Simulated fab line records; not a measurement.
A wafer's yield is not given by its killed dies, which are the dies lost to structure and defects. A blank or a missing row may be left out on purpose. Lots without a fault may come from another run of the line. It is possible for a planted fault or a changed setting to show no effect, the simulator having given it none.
fab line records | flow n5Finfet
record lots=7 | wafers=21 | lastDay=18
route steps=1938 shown BEOL_M14@1767 BEOL_M15@1773
lots with no fault: from the same line, run without faults
startH: hours from the record's opening day to when the first of the lot's shown wafers began | waitH: how many hours have passed since the lot's step before this one | " repeats the value in the row above | L1.1+2: one row covering several wafers at once | - no value, or no start given | * or withheld: withheld | < > ~ a bound
route shown NAME@n: names a module that has steps shown in the file, with the first one's number in the route | usual: the fault-free wafers' mean and standard deviation | same: alike in all rows | chamber/n: place in a boat | sites: each site's reading | _std_site: how widely they spread, as a standard deviation | _edge_site: outer sites' mean less inner sites' | radiusMm: how far each site lies from the wafer's centre | mask NAME#n: copy n | behind: tool/chamber where the wafer was last shaped | hold: reason for holding the lot/hours on hold/outcome of the hold | device: which transistor (n, p or np) failed to switch | end of line: the same wafers' tests at the end of the route | for a step that has no rows: nothing shown but its recipe | killed: at the first sort, the dies lost to defects and structure; wafer yield is something else | map: dies across one wafer; x = killed, . = not, _ = none there
set.NAME: the setting the step ran with; set.NAME@STEP: the setting that earlier step ran with | model.NAME: the simulator's own value behind a step, which no gauge read
lots at some steps of the route; a table a step, a row a wafer
services: the hour from which a tool's chamber was out of use, counted from the record's first day as startH (under 0 if before that day), plus the number of hours and why
## steps
# step N5_BEOL_M14_CMP_49
# recipe stopOn=SiO2 | tOverpolishS=5.2 | downForcePsi=2 | platenRpm=80 | clearingPlatenDownForcePsi=2 | clearingPlatenRpm=80 | postCmpClean=cuAlkaline | targetThkNm=560 | clearingPlatenPadVelocityMS=1.5917 | padVelocityMS=1.5917
# usual barrierFieldEndpointS=11.31/0.26 | clearingPlatenDownForcePsi=1.999/0.0037 | edgeZonePressureFrac=1.000/0.0053 | motorCurrentA=8.1/0.71 | overpolishRunS=5.200/0.0092 | retainingRingPressureFrac=1.000/0.005 | slurryFilterDpKPa=13.51/0.13 | timeToEndpointS=121/4.8
lot.wafer | tool   | chamber | startH | waitH | barrierFieldEndpointS | clearingPlatenDownForcePsi | edgeZonePressureFrac | motorCurrentA | overpolishRunS | retainingRingPressureFrac | slurryFilterDpKPa | timeToEndpointS
L169.4    | cmp-02 | 2       | 252.42 | 0.1   | 11.06                 | 1.993                      | 1.002                | 7.8           | 5.188          | 1.007                     | 13.81             | 114
L169.1    | "      | 3       | "      | "     | 11.39                 | 2.011                      | 1.004                | 8.6           | 5.191          | 1.001                     | 13.49             | 120
L169.3    | "      | 1       | "      | "     | 11.38                 | 1.988                      | 1.001                | 8.8           | 5.216          | 1.006                     | 13.44             | 118
L177.1    | cmp-01 | 3       | 285.42 | 0.3   | 11.47                 | 2.000                      | 1.007                | 10.4          | 5.206          | 1.008                     | 13.15             | 124
L177.4    | "      | 0       | "      | "     | 11.24                 | 1.999                      | 1.009                | 7.2           | 5.196          | 1.002                     | 13.51             | 119
L177.5    | "      | 2       | "      | "     | 11.42                 | 2.001                      | 0.997                | 7.4           | 5.197          | 0.992                     | 13.47             | 120
L178.1    | cmp-03 | 3       | 292.49 | 0.3   | 11.47                 | 1.992                      | 0.997                | 8.1           | 5.210          | 0.999                     | 13.30             | 127
L178.4    | "      | 0       | "      | "     | 11.12                 | 1.998                      | 1.000                | 9.1           | 5.199          | 1.003                     | 13.27             | 123
L178.3    | "      | 1       | "      | "     | 11.05                 | 1.993                      | 1.011                | 8.5           | 5.190          | 1.002                     | 13.53             | 118
L179.2    | cmp-02 | 2       | 308.67 | 0.2   | 11.34                 | 2.003                      | 1.001                | 8.0           | 5.199          | 1.006                     | 13.56             | 120
L179.4    | "      | 3       | "      | "     | 11.37                 | 2.002                      | 0.999                | 8.6           | 5.191          | 0.995                     | 13.61             | 118
L179.6    | "      | 2       | "      | "     | 11.25                 | 2.002                      | 0.999                | 7.8           | 5.193          | 1.006                     | 13.58             | 118
L185.3    | cmp-02 | 2       | 352.44 | 0.2   | 11.59                 | 2.000                      | 0.997                | 7.8           | 5.181          | 0.994                     | 13.62             | 125
L185.1    | "      | 3       | "      | "     | 11.84                 | 1.997                      | 1.002                | 8.4           | 5.198          | 1.001                     | 13.37             | 129
L185.6    | "      | 3       | "      | "     | 11.80                 | 2.001                      | 1.008                | 8.5           | 5.200          | 0.996                     | 13.51             | 128
L190.2    | cmp-02 | 2       | 374.39 | 0.3   | 11.47                 | 1.994                      | 0.991                | 8.0           | 5.208          | 1.000                     | 13.41             | 123
L190.6    | "      | 0       | "      | "     | 11.27                 | 2.000                      | 0.994                | 7.7           | 5.200          | 0.999                     | 13.37             | 120
L190.5    | "      | 1       | "      | "     | 11.44                 | 1.996                      | 0.991                | 9.0           | 5.198          | 1.003                     | 13.65             | 126
L192.4    | cmp-01 | 1       | 406.55 | 0.1   | 11.36                 | 2.005                      | 0.996                | 7.4           | 5.216          | 1.005                     | 13.39             | 127
L192.1    | "      | 0       | "      | "     | 11.29                 | 2.000                      | 1.004                | 7.2           | 5.182          | 1.004                     | 13.50             | 121
L192.6    | "      | 2       | "      | "     | 11.43                 | 1.999                      | 1.003                | 7.6           | 5.189          | 0.996                     | 13.46             | 125
# step N5_BEOL_M14_THK_MEAS_50
# recipe thkMeasGauge=xrf | reads=Cu_of_BEOL_M14_ECD_47
# usual M14_THK=545/16
lot.wafer | tool         | chamber | startH | waitH | M14_THK[nm]
L169.1    | filmMetro-01 | -       | 252.72 | -     | 562
L169.3    | "            | -       | "      | "     | 553
L169.4    | "            | -       | "      | "     | 533
L177.1    | filmMetro-01 | -       | 285.68 | -     | 564
L177.4    | "            | -       | "      | "     | 552
L177.5    | "            | -       | "      | "     | 527
L178.1    | filmMetro-01 | -       | 292.75 | -     | 523
L178.3    | "            | -       | "      | "     | 542
L178.4    | "            | -       | "      | "     | 532
L179.2    | filmMetro-01 | -       | 308.96 | -     | 547
L179.4    | "            | -       | "      | "     | 566
L179.6    | "            | -       | "      | "     | 556
L185.1    | filmMetro-01 | -       | 352.73 | -     | 546
L185.3    | "            | -       | "      | "     | 554
L185.6    | "            | -       | "      | "     | 565
L190.2    | filmMetro-01 | -       | 374.61 | -     | 526
L190.5    | "            | -       | "      | "     | 550
L190.6    | "            | -       | "      | "     | 516
L192.1    | filmMetro-01 | -       | 406.84 | -     | 543
L192.4    | "            | -       | "      | "     | 543
L192.6    | "            | -       | "      | "     | 548
# step N5_BEOL_M14_PRE_CLEAN_52
# recipe gas=NH3 | timeS=15 | tempC=withheld | rfPowerW=300
# step N5_BEOL_M14_DEP_53
# recipe material=SiCN | targetThkA=500 | tempC=withheld | precursor=3MS/NH3 | pressureTorr=3 | rfW=675 | timeS=17.8
# usual showerheadPlenumPTorr=4.169/0.027 | throttleValvePct=17.8/0.53
lot.wafer | tool     | chamber | startH | waitH | showerheadPlenumPTorr | throttleValvePct
L169.1    | pecvd-02 | 0       | 252.79 | 0.0   | 4.154                 | 17.2
L169.3    | "        | 0       | "      | "     | 4.162                 | 17.3
L169.4    | "        | 2       | "      | "     | 4.160                 | 17.3
L177.1    | pecvd-03 | 0       | 285.74 | 0.0   | 4.219                 | 17.5
L177.4    | "        | 1       | "      | "     | 4.173                 | 18.6
L177.5    | "        | 2       | "      | "     | 4.202                 | 17.9
L178.1    | pecvd-01 | 2       | 292.81 | 0.0   | 4.187                 | 17.7
L178.3    | "        | 1       | "      | "     | 4.153                 | 18.7
L178.4    | "        | 0       | "      | "     | 4.145                 | 18.1
L179.2    | pecvd-03 | 1       | 309.02 | 0.0   | 4.171                 | 18.5
L179.4    | "        | 1       | "      | "     | 4.166                 | 18.7
L179.6    | "        | 2       | "      | "     | 4.202                 | 17.7
L185.1    | pecvd-03 | 2       | 352.80 | 0.0   | 4.203                 | 18.0
L185.3    | "        | 1       | "      | "     | 4.168                 | 18.9
L185.6    | "        | 1       | "      | "     | 4.159                 | 18.5
L190.2    | pecvd-01 | 2       | 374.68 | 0.0   | 4.185                 | 17.8
L190.5    | "        | 1       | "      | "     | 4.160                 | 18.9
L190.6    | "        | 2       | "      | "     | 4.178                 | 18.0
L192.1    | pecvd-03 | 2       | 406.90 | 0.0   | 4.201                 | 18.5
L192.4    | "        | 2       | "      | "     | 4.188                 | 18.0
L192.6    | "        | 0       | "      | "     | 4.223                 | 17.2
# step N5_BEOL_M14_RS_MEAS_54
# recipe thkMeasGauge=four-point-probe | reads=Cu_of_BEOL_M14_ECD_47+Ta_of_BEOL_M14_SPUTTER_44+TaN_of_BEOL_M14_SPUTTER_43
# usual M14_RS=0.0335/0.001
lot.wafer | tool         | chamber | startH | waitH | M14_RS[ohm/sq]
L169.1    | filmMetro-01 | -       | 252.87 | 0.1   | 0.0323
L169.3    | "            | -       | "      | "     | 0.0328
L169.4    | "            | -       | "      | "     | 0.0340
L177.1    | filmMetro-01 | -       | 285.81 | 0.0   | 0.0325
L177.4    | "            | -       | "      | "     | 0.0329
L177.5    | "            | -       | "      | "     | 0.0348
L178.1    | filmMetro-01 | -       | 292.88 | 0.0   | 0.0347
L178.3    | "            | -       | "      | "     | 0.0336
L178.4    | "            | -       | "      | "     | 0.0341
L179.2    | filmMetro-01 | -       | 309.09 | 0.1   | 0.0329
L179.4    | "            | -       | "      | "     | 0.0318
L179.6    | "            | -       | "      | "     | 0.0322
L185.1    | filmMetro-02 | -       | 352.86 | 0.0   | 0.0335
L185.3    | "            | -       | "      | "     | 0.0332
L185.6    | "            | -       | "      | "     | 0.0324
L190.2    | filmMetro-01 | -       | 374.74 | 0.1   | 0.0351
L190.5    | "            | -       | "      | "     | 0.0332
L190.6    | "            | -       | "      | "     | 0.0354
L192.1    | filmMetro-01 | -       | 406.97 | 0.0   | 0.0334
L192.4    | "            | -       | "      | "     | 0.0333
L192.6    | "            | -       | "      | "     | 0.0330
# step N5_BEOL_M14_INSPECT_55
# recipe inspectInstrument=darkfield | mode=postDep
# usual rawDefectCount=68/23
lot.wafer | tool             | chamber | startH | waitH | rawDefectCount
L169.1    | defectInspect-02 | -       | 252.90 | 0.0   | 87
L169.3    | "                | -       | "      | "     | 92
L169.4    | "                | -       | "      | "     | 34
L177.1    | defectInspect-01 | -       | 285.83 | 0.0   | 63
L177.4    | "                | -       | "      | "     | 63
L177.5    | "                | -       | "      | "     | 69
L178.1    | defectInspect-01 | -       | 292.90 | 0.0   | 38
L178.3    | "                | -       | "      | "     | 100
L178.4    | "                | -       | "      | "     | 62
L179.2    | defectInspect-01 | -       | 309.12 | 0.0   | 82
L179.4    | "                | -       | "      | "     | 83
L179.6    | "                | -       | "      | "     | 57
L185.1    | defectInspect-01 | -       | 352.89 | 0.0   | 62
L185.3    | "                | -       | "      | "     | 38
L185.6    | "                | -       | "      | "     | 46
L190.2    | defectInspect-02 | -       | 374.77 | 0.0   | 55
L190.5    | "                | -       | "      | "     | 57
L190.6    | "                | -       | "      | "     | 53
L192.1    | defectInspect-02 | -       | 407.00 | 0.0   | 51
L192.4    | "                | -       | "      | "     | 70
L192.6    | "                | -       | "      | "     | 41
# step N5_BEOL_M15_ILD_DEP_00
# recipe material=SiO2 | targetThkA=16293 | tempC=400 | precursor=TEOS/O2 | pressureTorr=6.5 | rfW=900 | teosFlowSccm=161.4 | gas=O2 | flowSccm=2650 | timeS=346.1
# usual heaterPowerW=494/66 | showerheadPlenumPTorr=8.36/0.054 | throttleValvePct=18.5/0.58
lot.wafer | tool     | chamber | startH | waitH | heaterPowerW | showerheadPlenumPTorr | throttleValvePct
L169.1    | pecvd-04 | 0       | 252.94 | 0.0   | 468          | 8.27                  | 18.0
L169.3    | "        | 1       | "      | "     | 553          | 8.31                  | 19.0
L169.4    | "        | 0       | "      | "     | 543          | 8.27                  | 18.0
L177.1    | pecvd-02 | 2       | 285.87 | 0.0   | 545          | 8.35                  | 17.6
L177.4    | "        | 0       | "      | "     | 476          | 8.34                  | 18.2
L177.5    | "        | 1       | "      | "     | 398          | 8.28                  | 18.6
L178.1    | pecvd-02 | 2       | 292.94 | 0.0   | 538          | 8.35                  | 17.9
L178.3    | "        | 0       | "      | "     | 388          | 8.35                  | 18.1
L178.4    | "        | 1       | "      | "     | 512          | 8.28                  | 18.5
L179.2    | pecvd-03 | 1       | 309.15 | 0.0   | 607          | 8.38                  | 19.3
L179.4    | "        | 2       | "      | "     | 451          | 8.40                  | 18.7
L179.6    | "        | 1       | "      | "     | 457          | 8.36                  | 19.3
L185.1    | pecvd-02 | 1       | 352.93 | 0.0   | 491          | 8.27                  | 18.6
L185.3    | "        | 0       | "      | "     | 485          | 8.34                  | 17.9
L185.6    | "        | 0       | "      | "     | 355          | 8.33                  | 17.9
L190.2    | pecvd-03 | 0       | 374.80 | 0.0   | 493          | 8.43                  | 18.1
L190.5    | "        | 2       | "      | "     | 453          | 8.38                  | 18.7
L190.6    | "        | 1       | "      | "     | 456          | 8.38                  | 19.1
L192.1    | pecvd-03 | 1       | 407.03 | 0.0   | 548          | 8.37                  | 19.4
L192.4    | "        | 2       | "      | "     | 581          | 8.41                  | 18.7
L192.6    | "        | 1       | "      | "     | 608          | 8.37                  | 19.4
# step N5_BEOL_M15_THK_MEAS_01
# recipe reads=SiO2_of_BEOL_M15_ILD_DEP_00
# usual M15_ILD_THK=1631/28
lot.wafer | tool         | chamber | startH | waitH | M15_ILD_THK[nm]
L169.1    | filmMetro-01 | -       | 253.19 | 0.1   | 1633
L169.3    | "            | -       | "      | "     | 1631
L169.4    | "            | -       | "      | "     | 1649
L177.1    | filmMetro-01 | -       | 286.14 | 0.2   | 1568
L177.4    | "            | -       | "      | "     | 1621
L177.5    | "            | -       | "      | "     | 1602
L178.1    | filmMetro-01 | -       | 293.19 | 0.1   | 1593
L178.3    | "            | -       | "      | "     | 1610
L178.4    | "            | -       | "      | "     | 1645
L179.2    | filmMetro-01 | -       | 309.40 | 0.1   | 1611
L179.4    | "            | -       | "      | "     | 1640
L179.6    | "            | -       | "      | "     | 1648
L185.1    | filmMetro-02 | -       | 353.18 | 0.1   | 1632
L185.3    | "            | -       | "      | "     | 1603
L185.6    | "            | -       | "      | "     | 1637
L190.2    | filmMetro-02 | -       | 375.06 | 0.1   | 1586
L190.5    | "            | -       | "      | "     | 1641
L190.6    | "            | -       | "      | "     | 1662
L192.1    | filmMetro-01 | -       | 407.28 | 0.1   | 1588
L192.4    | "            | -       | "      | "     | 1614
L192.6    | "            | -       | "      | "     | 1634
# step N5_BEOL_M15_COAT_58
# recipe resist=BARC | tempC=205 | timeS=60 | spinRpm=1500 | resistThkNm=89
# step N5_BEOL_M15_COAT_04
# recipe spinRpm=1704 | resistThkNm=800
# step N5_BEOL_M15_EBR_06
# recipe solvent=PGMEA | ebrWidthMm=1.5
# step N5_BEOL_M15_SOFTBAKE_05
# recipe tempC=130 | timeS=60
# step N5_BEOL_M15_EXPOSE_07
# recipe maskId=V14 | na=0.8 | sourceShape=annular | sigmaInner=0.5 | sigmaOuter=0.8 | polarization=unpolarized | attpsmPhaseDeg=180 | doseMj=41.25
# usual exposureDoseMJCm2=41.22/0.05 | focusOffsetNm=0.0/0.57
lot.wafer | tool          | chamber | startH | waitH | mask  | exposureDoseMJCm2 | focusOffsetNm
L169.1    | krfScanner-01 | 0       | 253.32 | -     | V14#0 | 41.29             | 0.5
L169.3    | "             | 0       | "      | "     | V14#0 | 41.29             | 0.2
L169.4    | "             | 0       | "      | "     | V14#0 | 41.28             | 0.5
L177.1    | krfScanner-02 | -       | 286.39 | -     | V14#0 | -                 | -
L177.4    | "             | -       | "      | "     | V14#0 | -                 | -
L177.5    | "             | -       | "      | "     | V14#0 | -                 | -
L178.1    | krfScanner-01 | -       | 293.45 | -     | V14#0 | -                 | -
L178.3    | "             | -       | "      | "     | V14#0 | -                 | -
L178.4    | "             | -       | "      | "     | V14#0 | -                 | -
L179.2    | krfScanner-02 | -       | 309.66 | -     | V14#0 | -                 | -
L179.4    | "             | -       | "      | "     | V14#0 | -                 | -
L179.6    | "             | -       | "      | "     | V14#0 | -                 | -
L185.1    | krfScanner-01 | 0       | 353.43 | -     | V14#0 | 41.22             | 0.4
L185.3    | "             | 0       | "      | "     | V14#0 | 41.19             | 0.1
L185.6    | "             | 0       | "      | "     | V14#0 | 41.16             | 0.5
L190.2    | krfScanner-01 | 0       | 375.32 | -     | V14#0 | 41.24             | 1.2
L190.5    | "             | 0       | "      | "     | V14#0 | 41.19             | -0.3
L190.6    | "             | 0       | "      | "     | V14#0 | 41.16             | 1.0
L192.1    | krfScanner-01 | 0       | 407.41 | -     | V14#0 | 41.23             | 0.2
L192.4    | "             | 0       | "      | "     | V14#0 | 41.27             | -0.1
L192.6    | "             | 0       | "      | "     | V14#0 | 41.22             | 0.4
# step N5_BEOL_M15_PEB_08
# recipe pebTempC=130 | pebTimeS=90
## services
tool          | chamber | startH | hours | kind
krfScanner-01 | -       | 234.87 | 1.3   | pm
cmp-02        | -       | 237.89 | 4.0   | pm
pecvd-03      | -       | 238.67 | 4.3   | pm
pecvd-01      | -       | 241.79 | 14.6  | pm
cmp-02        | -       | 245.71 | 4.2   | repair
krfScanner-02 | -       | 247.96 | 1.2   | repair
krfScanner-02 | -       | 269.99 | 0.8   | pm
krfScanner-02 | -       | 278.36 | 4.4   | pm
pecvd-01      | 1       | 279.98 | 6.5   | repair
cmp-02        | -       | 283.57 | 2.2   | repair
krfScanner-01 | -       | 287.41 | 0.8   | pm
pecvd-01      | 0       | 287.45 | 3.9   | repair
cmp-01        | -       | 287.77 | 0.5   | repair
cmp-01        | -       | 288.30 | 5.9   | pm
pecvd-02      | -       | 290.07 | 1.3   | repair
krfScanner-01 | -       | 294.10 | 1.0   | pm
cmp-02        | -       | 298.87 | 3.1   | repair
cmp-01        | -       | 302.33 | 2.0   | repair
cmp-02        | -       | 320.60 | 7.2   | pm
cmp-02        | -       | 334.81 | 0.5   | repair
cmp-02        | -       | 341.57 | 5.1   | pm
krfScanner-01 | -       | 353.77 | 3.1   | repair
cmp-02        | -       | 371.96 | 0.2   | repair
pecvd-03      | -       | 403.68 | 2.8   | pm
## key
firstSign step=N5_BEOL_M15_EXPOSE_07 | reading=toolRecord | direction=missing
effect none on later readings
metAt N5_BEOL_M15_EXPOSE_07
struckWafers L177.1,L177.4,L177.5,L178.1,L178.3,L178.4,L179.2,L179.4,L179.6
laterRowsLeftOut L177.1,L177.4,L177.5,L178.1,L178.3,L178.4,L179.2,L179.4,L179.6
sortLeftOut L177.1,L177.4,L177.5,L178.1,L178.3,L178.4,L179.2,L179.4,L179.6
onsetBetween 253.32 286.39
earlierFault kind=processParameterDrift | tool=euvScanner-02 | chamber=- | onsetH=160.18 | steps=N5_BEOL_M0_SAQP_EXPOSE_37 | channel=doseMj | offset=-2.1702 | shape=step | actsIn=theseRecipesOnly | stated=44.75
fault kind=skippedStepWhole | tool=krfScanner-01,krfScanner-02 | chamber=- | onsetH=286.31 | steps=N5_BEOL_M15_EXPOSE_07 | scope=struckLotsOnly
# sortLeftOut: the simulated sort isn't trusted on such a fault, so these wafers' sort isn't shown, and their yield isn't known
# laterRowsLeftOut: the simulator's readings of these wafers behind a module that went badly wrong aren't trusted and aren't shown, but for the sort
